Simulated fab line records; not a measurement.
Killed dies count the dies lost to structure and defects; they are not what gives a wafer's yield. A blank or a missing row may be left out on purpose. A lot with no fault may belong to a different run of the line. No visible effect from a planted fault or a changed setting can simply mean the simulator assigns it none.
Chamber matching -- flow nand harc -- NHARC_A_M1_CMP_23 on cmp-03: 4 sister chambers
The step polishes, t overpolish 20 s, target thk 154.34 nm. 16 wafers are shown with their chamber, then 8 later ones without.

== WAFERS PAIRED WITH THEIR CHAMBERS ==
wafer,chamber,motor current A (A),time to endpoint s (s),slurry filter dp kPa (kPa)
L215.3,3,12.0,29.2,13.50
L215.4,1,12.1,26.7,13.70
L215.5,3,11.9,29.4,13.41
L218.1,3,12.8,31.5,13.37
L218.2,2,12.3,31.3,13.53
L218.6,2,12.9,30.7,13.73
L221.3,3,12.2,30.1,13.44
L221.4,2,12.7,28.9,13.39
L221.6,0,10.8,27.5,13.53
L230.1,1,13.1,27.7,13.59
L230.2,2,12.8,32.7,13.36
L230.4,3,11.9,29.3,13.53
L232.1,0,10.8,25.9,13.56
L232.3,2,12.6,26.2,13.57
L232.5,3,12.0,24.8,13.48
L235.1,0,10.9,26.7,13.20

SIGNATURES (means of the wafers above)
reading,chamber 0,chamber 1,chamber 2,chamber 3,scatter within a chamber
motor current A,10.833,12.600,12.660,12.133,0.331
time to endpoint s,26.700,27.200,29.960,29.050,2.09
slurry filter dp kPa,13.4300,13.6450,13.5160,13.4550,0.127
Rule: for a wafer and a chamber, the distance is found by dividing, reading by reading, the gap between the wafer's reading and the chamber's mean by the reading's scatter, squaring, summing and taking the root. If the next closest chamber is less than 2 further off than the closest, the wafer can't be placed; otherwise it belongs to the closest. The scatter: take each reading less its chamber's mean, square it, sum over the shown wafers, divide by the number of wafers less the number of chambers, and take the root.

== WAFERS WITH NO CHAMBER GIVEN ==
wafer,motor current A (A),time to endpoint s (s),slurry filter dp kPa (kPa)
L235.2,12.9,28.3,13.43
L235.3,12.6,30.1,13.36
L234.1,10.7,26.4,13.42
L234.4,12.5,26.1,13.19
L234.5,10.8,27.0,13.53
L233.2,12.7,25.2,13.41
L233.4,13.2,26.4,13.49
L233.5,13.1,26.2,13.74

== WHICH CHAMBER EACH ONE RAN IN ==
wafer,from the rows above,in truth
L235.2,can't be placed: 2 or 1 or 3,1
L235.3,can't be placed: 2 or 3 or 1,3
L234.1,0,0
L234.4,can't be placed: 3 or 2 or 1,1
L234.5,0,0
L233.2,can't be placed: 1 or 2 or 3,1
L233.4,can't be placed: 1 or 2 or 3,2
L233.5,can't be placed: 1 or 2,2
2 of 8 placed correctly. These rows do not allow placing 6 (true chamber among the candidates in 6). Wrongly placed: 0.
